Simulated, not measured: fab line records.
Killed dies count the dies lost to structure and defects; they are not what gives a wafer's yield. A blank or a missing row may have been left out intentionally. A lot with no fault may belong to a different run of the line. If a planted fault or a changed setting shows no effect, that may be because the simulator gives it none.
A struck lot beside a sound one    flow n5_finfet    39 out of 1938 route steps
Sound: wafers L101.1, L101.5, L101.6. The struck wafers were L108.1, L108.3, L108.5. Last of all comes the cause.
Order at every step that has rows: each side's tool, ch and its chambers, its first start. Under that, the readings that differ: sound wafers    struck wafers    difference of the means    sigmas: that difference in standard deviations of wafers without a fault.
alike: same words and numbers on both sides, and readings whose means sit less than 2 such deviations apart. not compared: any withheld reading, any reading some wafer has no value for, any bound like >300 that may hide the same value, and any number with overlapping values for which the record gives no deviation.
Wherever a step has rows on one side only, a row that says differs or no value, or a row with sigmas, the two part there. Non-overlapping numbers with no deviation appear without sigmas and do not part them. A reading missing from all wafers of one side parts the sides only when that side holds two or more wafers.

first, 9 steps without rows for these wafers: N5_BEOL_M4_ANNEAL_95 (time 240 s); N5_BEOL_M4_SPUTTER_96 (material Cu, target thk 4.5 nm, time 8.29 s); N5_BEOL_M4_ECD_50 (material Cu, target thk 300 nm); N5_BEOL_M4_ANNEAL_51 (time 90 s); N5_BEOL_M4_CMP_52 (polishes, stops on SiOC, t overpolish 6.8 s, target thk 40 nm); N5_BEOL_M4_PRE_CLEAN_60 (time 15 s); N5_BEOL_M4_CO_CAP_55 (material Co, precursor CCTBA/H2, target thk 2 nm, time 102.1 s); N5_BEOL_M4_PRE_CLEAN_56 (time 15 s); N5_BEOL_M4_DEP_57 (deposits SiCN from 3MS/NH3, target thk 8 nm, time 14 s).
N5_BEOL_M4_RC_MEAS_101:
  sound on prober-02 ch 0, day 11 04:07; struck on prober-01 ch 0, day 12 23:48
  alike: DIBL_N, DIBL_P, IOFF_N, IOFF_P, ION_N, ION_P, SS_N, SS_P, VT_N, VT_P
then, 24 steps without rows for these wafers: N5_BEOL_M5_ILD_DEP_00 (deposits SiCOH lowk from DEMS/porogen, target thk 140.64 nm, time 25.9 s); N5_BEOL_M5_CURE_79 (cures SiCOH lowk, time 240 s); N5_BEOL_M5_PECVD_70 (deposits SiO2 from TEOS/O2, target thk 16 nm, time 18 s); N5_BEOL_M5_HM_DEP_02 (deposits TiN, target thk 20 nm); N5_BEOL_M5_COAT_59 (time 60 s, resist thk 60 nm); N5_BEOL_M5_COAT_60 (time 60 s, resist thk 12 nm); N5_BEOL_M5_COAT_71 (time 60 s, resist thk 5 nm); N5_BEOL_M5_COAT_05 (resist thk 30 nm); N5_BEOL_M5_EBR_07; N5_BEOL_M5_SOFTBAKE_06 (time 60 s); N5_BEOL_M5_EXPOSE_08 (exposes mask M5, target cd 28 nm); N5_BEOL_M5_PEB_09 (peb time 60 s); N5_BEOL_M5_DEVELOP_10 (develop time 30 s); N5_BEOL_M5_DESCUM_16 (chemistry O2, time 7 s); N5_BEOL_M5_ETCH_72 (etches underlayer in N2/H2, target depth 6.5 nm, time 5.2 s); N5_BEOL_M5_ETCH_61 (etches SiARC in CF4, target depth 15.6 nm, time 26 s); N5_BEOL_M5_ETCH_62 (etches SOC in N2/H2, target depth 75 nm, overetch 15 nm, time 112.5 s); N5_BEOL_M5_STRIP_63 (strips in N2/H2); N5_BEOL_M5_STRIP_73 (strips in N2/H2); N5_BEOL_M5_STRIP_64 (strips in CF4); N5_BEOL_M5_HM_OPEN_17 (chemistry Cl2/BCl3, target TiN, target depth 20 nm, overetch 6 nm); N5_BEOL_M5_STRIP_19 (strips in O2); N5_BEOL_M5_COAT_65 (time 60 s, resist thk 60 nm); N5_BEOL_M5_COAT_66 (time 60 s, resist thk 12 nm).
N5_BEOL_M6_EXPOSE_25: exposes mask V5, target cd 40 nm.
  sound on euv_scanner-01 ch 0, day 11 22:57; struck on euv_scanner-01 ch 0, day 13 14:22
reading               sound              struck             difference  sigmas
exposure_dose_mJ_cm2  44.85 44.84 44.89  38.62 38.63 38.67  -6.22       -67
  alike: mask
N5_BEOL_M6_CD_MEAS_28: target cd 40 nm.
  sound on cd_sem-03 ch 0, day 11 23:05; struck on cd_sem-03 ch 0, day 13 14:29
reading     sound              struck             difference  sigmas
cd_nm (nm)  40.14 40.27 40.28  36.00 36.17 36.27  -4.08       -17
N5_BEOL_M6_DESCUM_33: chemistry O2, time 7 s.
  sound on rie_diel-04 ch 0,1, day 11 23:19; struck on rie_diel-01 ch 0,1,3, day 13 14:56
reading                   sound       struck          difference  sigmas
model.BEOL_M6.cd_nm (nm)  40 40 40.2  36.2 36.4 36.6  -3.7        
  alike: bias_power_w, drypump_motor_current_A, oes_product_au, rf_vpp_V, showerhead_plenum_p_Torr, throttle_valve_pct
  not compared: rf_hours_counter_h
N5_BEOL_M6_VIA_ETCH_34: etches SiCOH lowk in C4F6/O2, target depth 126.3 nm, time 50.9 s.
  sound on rie_diel-04 ch 0,1, day 11 23:29; struck on rie_diel-01 ch 0,1,3, day 13 15:07
reading                   sound              struck             difference  sigmas
throttle_valve_pct (%)    21.17 21.18 21.12  20.84 20.88 20.58  -0.39       -2
model.BEOL_M6.cd_nm (nm)  39.8 39.8 40.2     36.2 36.4 37.4     -3.3        
  alike: drypump_motor_current_A, mfc_ar_sccm, oes_product_au, rf_vpp_V, showerhead_plenum_p_Torr
  not compared: rf_hours_counter_h
-- record jumps: 4 days separate the struck wafers' starts on either side; left off in module BEOL_M6, taken up again in module PASSIVATION, whose first shown step is the route's number 1936 --
N5_PASSIVATION_PROBE_49:
  sound: prober-01 at day 15 10:32; struck: prober-01 at day 17 04:18
reading                   sound           struck          difference  sigmas
defect_limited_yield (%)  90.2 91.2 89.9  29.7 30.6 30.2  -60.3       -43
killed_at_M4_up           14 14 15        741 773 744     +738        +99 or more
killed_dies               116 104 119     830 819 824     +711        +44
killed_on_rim             14 16 16        106 107 109     +92         +24
sort_bin_5_function (%)   6.7 5.4 5.8     46.1 45.5 46.3  +40.0       +45
sort_bin_6_memory (%)     2.7 2.8 4.1     19.2 19.7 18.9  +16.1       +24
sort_n_pass               1064 1076 1061  350 361 356     -711        -44
sort_yield_pct (%)        90.2 91.2 89.9  29.7 30.6 30.2  -60.3       -43
  alike: killed_at_M0_to_M3, killed_at_contacts, killed_at_front_end, killed_at_other, killed_open, killed_short

== WHERE THEY PART ==
Earliest at N5_BEOL_M6_EXPOSE_25; latest, in this record, at N5_PASSIVATION_PROBE_49.

WHY: what had been put in by the simulator
Process parameter drift: euv_scanner-01, from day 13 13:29 on, at N5_BEOL_M6_EXPOSE_25. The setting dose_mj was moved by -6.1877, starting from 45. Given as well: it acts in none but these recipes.
